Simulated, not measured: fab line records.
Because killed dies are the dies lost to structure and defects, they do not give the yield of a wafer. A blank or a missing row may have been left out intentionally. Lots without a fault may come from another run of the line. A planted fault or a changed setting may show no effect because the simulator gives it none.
Split-lot experiment / flow n5Finfet / on a route of 1938 steps: 7 lots, 21 wafers read

## THE SPLIT
At N5_BEOL_M15_SPUTTER_44 (material Ta, target thk 15 nm, time 24.19 s), the setting powerW was moved away from the recipe's 15000 W on 10 of the 21 wafers read, by -15.3% to +16.3%. All remaining wafers had this setting at the recipe value.

The reading comes from the split's own step.

## THE READING
Ta_of_BEOL_M15_SPUTTER_44.thkNm (the simulator's own value, which no gauge read), in nm, at N5_BEOL_M15_SPUTTER_44 (material Ta, target thk 15 nm, time 24.19 s). There is no usual value for it anywhere in the file. Across the 11 wafers here that went through the recipe, the average is 14.9 nm and the standard deviation 0.2 nm.

wafer=L077.3; tool, chamber at the split=pvdSputter-01, -; powerW as run, W=13990; against the recipe=-6.7%; Ta_of_BEOL_M15_SPUTTER_44.thkNm, nm=14.2; against lot-mates on the recipe=-0.9
wafer=L077.4; tool, chamber at the split=pvdSputter-01, -; powerW as run, W=15000; against the recipe=recipe; Ta_of_BEOL_M15_SPUTTER_44.thkNm, nm=15.2; against lot-mates on the recipe=-
wafer=L077.5; tool, chamber at the split=pvdSputter-01, -; powerW as run, W=15000; against the recipe=recipe; Ta_of_BEOL_M15_SPUTTER_44.thkNm, nm=15; against lot-mates on the recipe=-
wafer=L079.1; tool, chamber at the split=pvdSputter-03, -; powerW as run, W=15000; against the recipe=recipe; Ta_of_BEOL_M15_SPUTTER_44.thkNm, nm=15; against lot-mates on the recipe=-
wafer=L079.3; tool, chamber at the split=pvdSputter-03, -; powerW as run, W=16810; against the recipe=+12.1%; Ta_of_BEOL_M15_SPUTTER_44.thkNm, nm=16.8; against lot-mates on the recipe=+1.8
wafer=L079.5; tool, chamber at the split=pvdSputter-03, -; powerW as run, W=16810; against the recipe=+12.1%; Ta_of_BEOL_M15_SPUTTER_44.thkNm, nm=17; against lot-mates on the recipe=+2.0
wafer=L080.2; tool, chamber at the split=pvdSputter-03, -; powerW as run, W=17450; against the recipe=+16.3%; Ta_of_BEOL_M15_SPUTTER_44.thkNm, nm=17.6; against lot-mates on the recipe=+2.6
wafer=L080.6; tool, chamber at the split=pvdSputter-03, -; powerW as run, W=17450; against the recipe=+16.3%; Ta_of_BEOL_M15_SPUTTER_44.thkNm, nm=17.6; against lot-mates on the recipe=+2.6
wafer=L080.5; tool, chamber at the split=pvdSputter-03, -; powerW as run, W=15000; against the recipe=recipe; Ta_of_BEOL_M15_SPUTTER_44.thkNm, nm=15; against lot-mates on the recipe=-
wafer=L085.1; tool, chamber at the split=pvdSputter-03, -; powerW as run, W=12710; against the recipe=-15.3%; Ta_of_BEOL_M15_SPUTTER_44.thkNm, nm=12.4; against lot-mates on the recipe=-2.2
wafer=L085.6; tool, chamber at the split=pvdSputter-03, -; powerW as run, W=12710; against the recipe=-15.3%; Ta_of_BEOL_M15_SPUTTER_44.thkNm, nm=12.4; against lot-mates on the recipe=-2.2
wafer=L085.5; tool, chamber at the split=pvdSputter-03, -; powerW as run, W=15000; against the recipe=recipe; Ta_of_BEOL_M15_SPUTTER_44.thkNm, nm=14.6; against lot-mates on the recipe=-
wafer=L088.2; tool, chamber at the split=pvdSputter-03, -; powerW as run, W=15000; against the recipe=recipe; Ta_of_BEOL_M15_SPUTTER_44.thkNm, nm=14.8; against lot-mates on the recipe=-
wafer=L088.3; tool, chamber at the split=pvdSputter-03, -; powerW as run, W=13130; against the recipe=-12.5%; Ta_of_BEOL_M15_SPUTTER_44.thkNm, nm=13.2; against lot-mates on the recipe=-1.6
wafer=L088.6; tool, chamber at the split=pvdSputter-03, -; powerW as run, W=13130; against the recipe=-12.5%; Ta_of_BEOL_M15_SPUTTER_44.thkNm, nm=13; against lot-mates on the recipe=-1.8
wafer=L092.1; tool, chamber at the split=pvdSputter-02, -; powerW as run, W=15000; against the recipe=recipe; Ta_of_BEOL_M15_SPUTTER_44.thkNm, nm=15; against lot-mates on the recipe=-
wafer=L092.3; tool, chamber at the split=pvdSputter-02, -; powerW as run, W=15000; against the recipe=recipe; Ta_of_BEOL_M15_SPUTTER_44.thkNm, nm=15; against lot-mates on the recipe=-
wafer=L092.2; tool, chamber at the split=pvdSputter-02, -; powerW as run, W=16030; against the recipe=+6.9%; Ta_of_BEOL_M15_SPUTTER_44.thkNm, nm=15.8; against lot-mates on the recipe=+0.8
wafer=L095.1; tool, chamber at the split=pvdSputter-03, -; powerW as run, W=15000; against the recipe=recipe; Ta_of_BEOL_M15_SPUTTER_44.thkNm, nm=14.6; against lot-mates on the recipe=-
wafer=L095.3; tool, chamber at the split=pvdSputter-03, -; powerW as run, W=15000; against the recipe=recipe; Ta_of_BEOL_M15_SPUTTER_44.thkNm, nm=14.6; against lot-mates on the recipe=-
wafer=L095.6; tool, chamber at the split=pvdSputter-03, -; powerW as run, W=15000; against the recipe=recipe; Ta_of_BEOL_M15_SPUTTER_44.thkNm, nm=14.8; against lot-mates on the recipe=-

THE FIT
A straight line over all 21 wafers: Ta_of_BEOL_M15_SPUTTER_44.thkNm changes by +0.159 nm for each +1% of powerW; r = +0.99; the points scatter about the line by 0.2 nm.
The same after taking each lot's own level away (the mean of its wafers on the recipe; 21 wafers): +0.149 nm for each +1%; r = +1.00; scatter 0.11 nm.
That fit puts the effect of the largest move of powerW on the reading at 2.4 nm.
The lots' own levels span 14.60 to 15.10 nm, that is 2.6 times the standard deviation above.
The two slopes agree, so the slope changes little with the lot-to-lot level.
Check: for one of the wafers moved furthest among these (+16.3%), held out of the fit, the line's prediction against its lot-mates is +2.44 nm. It came out at +2.6 nm against them.

## ADDITIONAL SPLITS CARRIED BY THESE WAFERS
Before the reading, these wafers also passed through other splits. Each is held against what the fit with the lots' levels taken away leaves over:
other split on the same wafers=N5_BEOL_M14_ILD_DEP_00 timeS; wafers away from the commonest value=9; r with Ta_of_BEOL_M15_SPUTTER_44.thkNm (lot level and that fit taken away)=+0.03
other split on the same wafers=N5_BEOL_M14_TRENCH_ETCH_34 timeS; wafers away from the commonest value=6; r with Ta_of_BEOL_M15_SPUTTER_44.thkNm (lot level and that fit taken away)=-0.15
other split on the same wafers=N5_BEOL_M14_SPUTTER_45 powerW; wafers away from the commonest value=5; r with Ta_of_BEOL_M15_SPUTTER_44.thkNm (lot level and that fit taken away)=+0.14

## THE FILE'S OWN FIT
Ta_of_BEOL_M15_SPUTTER_44.thkNm changes by +0.147 nm for each +1% of powerW, r = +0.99.
